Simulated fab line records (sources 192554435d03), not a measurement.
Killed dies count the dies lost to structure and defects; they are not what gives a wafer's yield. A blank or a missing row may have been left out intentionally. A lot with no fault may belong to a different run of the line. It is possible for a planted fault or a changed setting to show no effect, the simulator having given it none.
Split-lot experiment || flow n5_finfet || route with 1938 steps; 7 lots, 21 wafers read

ON THE SPLIT
At N5_BEOL_M4_COAT_62 (time 60 s, resist thk 12 nm), the setting spin_rpm was moved away from the recipe's 1500 rpm on 8 of the 21 wafers read, by -10.5% to +10.7%. This setting was run at the recipe's value on the other wafers.

FROM THE SPLIT TO THE READING: what the file shows between them, 4 steps
- N5_BEOL_M4_COAT_73: time 60 s, resist thk 5 nm
- N5_BEOL_M4_COAT_05: resist thk 30 nm
- N5_BEOL_M4_DESCUM_16: chemistry O2, time 7 s
- N5_BEOL_M4_ETCH_74: etches underlayer in N2/H2, target depth 6.5 nm, time 5.2 s

THE READING
CAR-EUV_of_BEOL_M4_COAT_05.thk_nm (the simulator's own value, which no gauge read), in nm, at N5_BEOL_M4_ETCH_63 (etches SiARC in CF4, target depth 15.6 nm, time 26 s). No usual value for it is given in the file. Average 11.1 nm, standard deviation 0.12 nm, over the 13 wafers here run with the recipe.

{"wafer": "L085.1", "tool, chamber at the split": "litho_track-04, 0", "spin_rpm as run, rpm": 1500, "against the recipe": "recipe", "CAR-EUV_of_BEOL_M4_COAT_05.thk_nm, nm": 11, "against lot-mates on the recipe": "-"}
{"wafer": "L085.2", "tool, chamber at the split": "litho_track-04, 0", "spin_rpm as run, rpm": 1567, "against the recipe": "+4.5%", "CAR-EUV_of_BEOL_M4_COAT_05.thk_nm, nm": 11.4, "against lot-mates on the recipe": "+0.4"}
{"wafer": "L085.3", "tool, chamber at the split": "litho_track-04, 0", "spin_rpm as run, rpm": 1500, "against the recipe": "recipe", "CAR-EUV_of_BEOL_M4_COAT_05.thk_nm, nm": 11, "against lot-mates on the recipe": "-"}
{"wafer": "L086.1", "tool, chamber at the split": "litho_track-04, 0", "spin_rpm as run, rpm": 1591, "against the recipe": "+6.1%", "CAR-EUV_of_BEOL_M4_COAT_05.thk_nm, nm": 11.6, "against lot-mates on the recipe": "+0.4"}
{"wafer": "L086.2", "tool, chamber at the split": "litho_track-04, 0", "spin_rpm as run, rpm": 1500, "against the recipe": "recipe", "CAR-EUV_of_BEOL_M4_COAT_05.thk_nm, nm": 11.2, "against lot-mates on the recipe": "-"}
{"wafer": "L086.4", "tool, chamber at the split": "litho_track-04, 0", "spin_rpm as run, rpm": 1591, "against the recipe": "+6.1%", "CAR-EUV_of_BEOL_M4_COAT_05.thk_nm, nm": 11.4, "against lot-mates on the recipe": "+0.2"}
{"wafer": "L088.3", "tool, chamber at the split": "litho_track-03, 0", "spin_rpm as run, rpm": 1568, "against the recipe": "+4.5%", "CAR-EUV_of_BEOL_M4_COAT_05.thk_nm, nm": 11.2, "against lot-mates on the recipe": "+0.2"}
{"wafer": "L088.4", "tool, chamber at the split": "litho_track-03, 0", "spin_rpm as run, rpm": 1500, "against the recipe": "recipe", "CAR-EUV_of_BEOL_M4_COAT_05.thk_nm, nm": 11, "against lot-mates on the recipe": "-"}
{"wafer": "L088.6", "tool, chamber at the split": "litho_track-03, 0", "spin_rpm as run, rpm": 1568, "against the recipe": "+4.5%", "CAR-EUV_of_BEOL_M4_COAT_05.thk_nm, nm": 11.4, "against lot-mates on the recipe": "+0.4"}
{"wafer": "L089.1", "tool, chamber at the split": "litho_track-03, 0", "spin_rpm as run, rpm": 1500, "against the recipe": "recipe", "CAR-EUV_of_BEOL_M4_COAT_05.thk_nm, nm": 11.4, "against lot-mates on the recipe": "-"}
{"wafer": "L089.4", "tool, chamber at the split": "litho_track-03, 0", "spin_rpm as run, rpm": 1342, "against the recipe": "-10.5%", "CAR-EUV_of_BEOL_M4_COAT_05.thk_nm, nm": 10.8, "against lot-mates on the recipe": -0.5}
{"wafer": "L089.6", "tool, chamber at the split": "litho_track-03, 0", "spin_rpm as run, rpm": 1500, "against the recipe": "recipe", "CAR-EUV_of_BEOL_M4_COAT_05.thk_nm, nm": 11.2, "against lot-mates on the recipe": "-"}
{"wafer": "L091.2", "tool, chamber at the split": "litho_track-01, 0", "spin_rpm as run, rpm": 1383, "against the recipe": "-7.8%", "CAR-EUV_of_BEOL_M4_COAT_05.thk_nm, nm": 10.8, "against lot-mates on the recipe": -0.3}
{"wafer": "L091.3", "tool, chamber at the split": "litho_track-01, 0", "spin_rpm as run, rpm": 1500, "against the recipe": "recipe", "CAR-EUV_of_BEOL_M4_COAT_05.thk_nm, nm": 11, "against lot-mates on the recipe": "-"}
{"wafer": "L091.5", "tool, chamber at the split": "litho_track-01, 0", "spin_rpm as run, rpm": 1500, "against the recipe": "recipe", "CAR-EUV_of_BEOL_M4_COAT_05.thk_nm, nm": 11.2, "against lot-mates on the recipe": "-"}
{"wafer": "L090.1", "tool, chamber at the split": "litho_track-04, 0", "spin_rpm as run, rpm": 1661, "against the recipe": "+10.7%", "CAR-EUV_of_BEOL_M4_COAT_05.thk_nm, nm": 11.6, "against lot-mates on the recipe": "+0.4"}
{"wafer": "L090.4", "tool, chamber at the split": "litho_track-04, 0", "spin_rpm as run, rpm": 1500, "against the recipe": "recipe", "CAR-EUV_of_BEOL_M4_COAT_05.thk_nm, nm": 11.2, "against lot-mates on the recipe": "-"}
{"wafer": "L090.6", "tool, chamber at the split": "litho_track-04, 0", "spin_rpm as run, rpm": 1500, "against the recipe": "recipe", "CAR-EUV_of_BEOL_M4_COAT_05.thk_nm, nm": 11.2, "against lot-mates on the recipe": "-"}
{"wafer": "L096.4", "tool, chamber at the split": "litho_track-04, 0", "spin_rpm as run, rpm": 1500, "against the recipe": "recipe", "CAR-EUV_of_BEOL_M4_COAT_05.thk_nm, nm": 11, "against lot-mates on the recipe": "-"}
{"wafer": "L096.5", "tool, chamber at the split": "litho_track-04, 0", "spin_rpm as run, rpm": 1500, "against the recipe": "recipe", "CAR-EUV_of_BEOL_M4_COAT_05.thk_nm, nm": 11.2, "against lot-mates on the recipe": "-"}
{"wafer": "L096.6", "tool, chamber at the split": "litho_track-04, 0", "spin_rpm as run, rpm": 1500, "against the recipe": "recipe", "CAR-EUV_of_BEOL_M4_COAT_05.thk_nm, nm": 11, "against lot-mates on the recipe": "-"}

FIT RESULTS
A straight line over all 21 wafers: CAR-EUV_of_BEOL_M4_COAT_05.thk_nm changes by +0.0429 nm for each +1% of spin_rpm; r = +0.85; the points scatter about the line by 0.12 nm.
The same after taking each lot's own level away (the mean of its wafers on the recipe; 21 wafers): +0.0468 nm for each +1%; r = +0.92; scatter 0.094 nm.
That fit puts the effect of the largest move of spin_rpm on the reading at 0.5 nm.
From 11.00 to 11.30 nm: that is the span of the lots' own levels, equal to 2.4 times the standard deviation above.
Consequently the slope shifts little with the lot-to-lot level, the two slopes agreeing.
Check: for one of the wafers moved furthest among these (+10.7%), held out of the fit, the line's prediction against its lot-mates is +0.568 nm. Against them it came out at +0.4 nm.

FURTHER SPLITS ON THESE WAFERS
Other splits were also applied to these wafers ahead of the reading. Each is held against what the fit with the lots' levels taken away leaves over:
{"other split on the same wafers": "N5_BEOL_M2_COAT_22 spin_rpm", "wafers away from the commonest value": 9, "r with CAR-EUV_of_BEOL_M4_COAT_05.thk_nm (lot level and that fit taken away)": -0.29}
{"other split on the same wafers": "N5_BEOL_M3_ILD_DEP_00 time_s", "wafers away from the commonest value": 11, "r with CAR-EUV_of_BEOL_M4_COAT_05.thk_nm (lot level and that fit taken away)": "+0.01"}
{"other split on the same wafers": "N5_BEOL_M3_ETCH_41 target_depth_a", "wafers away from the commonest value": 4, "r with CAR-EUV_of_BEOL_M4_COAT_05.thk_nm (lot level and that fit taken away)": -0.02}
{"other split on the same wafers": "N5_BEOL_M4_ILD_DEP_00 time_s", "wafers away from the commonest value": 6, "r with CAR-EUV_of_BEOL_M4_COAT_05.thk_nm (lot level and that fit taken away)": "+0.02"}

THE WHOLE CHAIN: every reading that the file lists as answering this split, in the file's order
{"step": "N5_BEOL_M4_COAT_62", "what it does": "time 60 s, resist thk 12 nm", "reading": "SiARC_of_BEOL_M4_COAT_62.thk_nm (the simulator's own value, which no gauge read)", "change (the file's fit)": "-0.0552 nm for each +1% of the setting", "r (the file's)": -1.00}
{"step": "N5_BEOL_M4_ETCH_63", "what it does": "etches SiARC in CF4, target depth 15.6 nm, time 26 s", "reading": "etch.depth_nm (the simulator's own value, which no gauge read)", "change (the file's fit)": "-0.0604 nm for each +1% of the setting", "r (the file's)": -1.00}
{"step": "N5_BEOL_M4_ETCH_63", "what it does": "etches SiARC in CF4, target depth 15.6 nm, time 26 s", "reading": "CAR-EUV_of_BEOL_M4_COAT_05.thk_nm (the simulator's own value, which no gauge read)", "change (the file's fit)": "+0.0463 nm for each +1% of the setting", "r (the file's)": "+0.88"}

THE FILE'S OWN FIT
CAR-EUV_of_BEOL_M4_COAT_05.thk_nm changes by +0.0463 nm for each +1% of spin_rpm, r = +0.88.
